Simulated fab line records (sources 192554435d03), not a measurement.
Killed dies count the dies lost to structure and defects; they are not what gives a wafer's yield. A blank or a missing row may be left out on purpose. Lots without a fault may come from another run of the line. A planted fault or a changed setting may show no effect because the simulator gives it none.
Split-lot trial ; flow n5_finfet ; 21 wafers read across 7 lots, on a route 1938 steps long

== ON THE SPLIT ==
At N5_PMOS_HMC_CHANNEL_EPI_PEB_07 (peb time 60 s), the setting peb_time_s was moved away from the recipe's 60 s on 6 of the 21 wafers read, by -13.6% to +20.8%. This setting was run at the recipe's value on the other wafers.

== BETWEEN THE SPLIT AND THE READING: the file shows 1 step in between ==
- N5_PMOS_HMC_CHANNEL_EPI_DEVELOP_08: develop time 30 s

== THE READING ==
cd_nm at N5_PMOS_HMC_CHANNEL_EPI_CD_MEAS_09, given in nm (cd target 237.4 nm). Typical for fault-free wafers on this fab line: 237.5 nm, with standard deviation 1.1 nm.

wafer;tool, chamber at the split;peb_time_s as run, s;against the recipe;cd_nm, nm;against lot-mates on the recipe
L074.1;litho_track-03, 0;60;recipe;237.1;-
L074.3;litho_track-03, 0;51.86;-13.6%;228.4;-8.7
L074.6;litho_track-03, 0;51.86;-13.6%;227.8;-9.3
L076.2;litho_track-02, 0;60;recipe;236.3;-
L076.3;litho_track-02, 0;60;recipe;238.4;-
L076.4;litho_track-02, 0;60;recipe;236.8;-
L078.4;litho_track-03, 0;60;recipe;237.8;-
L078.5;litho_track-03, 0;72.49;+20.8%;244.1;+6.3
L078.6;litho_track-03, 0;72.49;+20.8%;248.9;+11.1
L082.2;litho_track-02, 0;70.65;+17.8%;244.7;+7.8
L082.4;litho_track-02, 0;60;recipe;235.6;-
L082.6;litho_track-02, 0;60;recipe;238.2;-
L084.2;litho_track-01, 0;60;recipe;237.9;-
L084.4;litho_track-01, 0;60;recipe;237.2;-
L084.6;litho_track-01, 0;60;recipe;238.3;-
L085.3;litho_track-03, 0;60;recipe;238.3;-
L085.4;litho_track-03, 0;60;recipe;240.7;-
L085.5;litho_track-03, 0;60;recipe;238.4;-
L093.1;litho_track-02, 0;60;recipe;237.0;-
L093.4;litho_track-02, 0;53.37;-11.1%;227.5;-6.9
L093.6;litho_track-02, 0;60;recipe;231.8;-

FIT RESULTS
A straight line over all 21 wafers: cd_nm changes by +0.53 nm for each +1% of peb_time_s; r = +0.92; the points scatter about the line by 2.2 nm.
The same after taking each lot's own level away (the mean of its wafers on the recipe; 21 wafers): +0.497 nm for each +1%; r = +0.94; scatter 1.6 nm.
Per that fit: largest peb_time_s move, reading shift of 10 nm.
Across the lots, their own levels run from 234.40 to 239.13 nm, a range of 4.3 times the standard deviation given above.
So the lot-to-lot level changes the slope little: the two slopes agree.
Check: +11.3 nm against its lot-mates is what the line predicts for one of the wafers moved furthest among these (+20.8%) when that wafer is left out of the fit. It came out at +6.3 nm against them.

== OTHER SPLITS APPLIED TO THESE WAFERS ==
Other splits were also applied to these wafers ahead of the reading. Each is held against what the fit with the lots' levels taken away leaves over:
other split on the same wafers;wafers away from the commonest value;r with cd_nm (lot level and that fit taken away)
N5_ZERO_LAYER_ETCH_18 bias_w;10;-0.05
N5_PMOS_HMC_CHANNEL_EPI_EXPOSE_06 dose_mj;8;+0.51

== THE WHOLE CHAIN: every reading that the file lists as answering this split, in the file's order ==
step;what it does;reading;change (the file's fit);r (the file's)
N5_PMOS_HMC_CHANNEL_EPI_CD_MEAS_09;target cd 237.4 nm;cd_nm;+0.491 nm for each +1% of the setting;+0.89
N5_PMOS_HMC_CHANNEL_EPI_DESCUM_14;chemistry O2, time 7.9 s;PMOS_HMC_CHANNEL_EPI.cd_nm (the simulator's own value, which no gauge read);+0.489 nm for each +1% of the setting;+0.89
N5_PMOS_HMC_CHANNEL_EPI_ETCH_32;etches BARC in N2/H2, stops on SiO2, target depth 85.8 nm, time 50.3 s;PMOS_HMC_CHANNEL_EPI.cd_nm (the simulator's own value, which no gauge read);+0.47 nm for each +1% of the setting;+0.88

== FILE'S OWN FIT ==
cd_nm changes by +0.491 nm for each +1% of peb_time_s, r = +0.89.
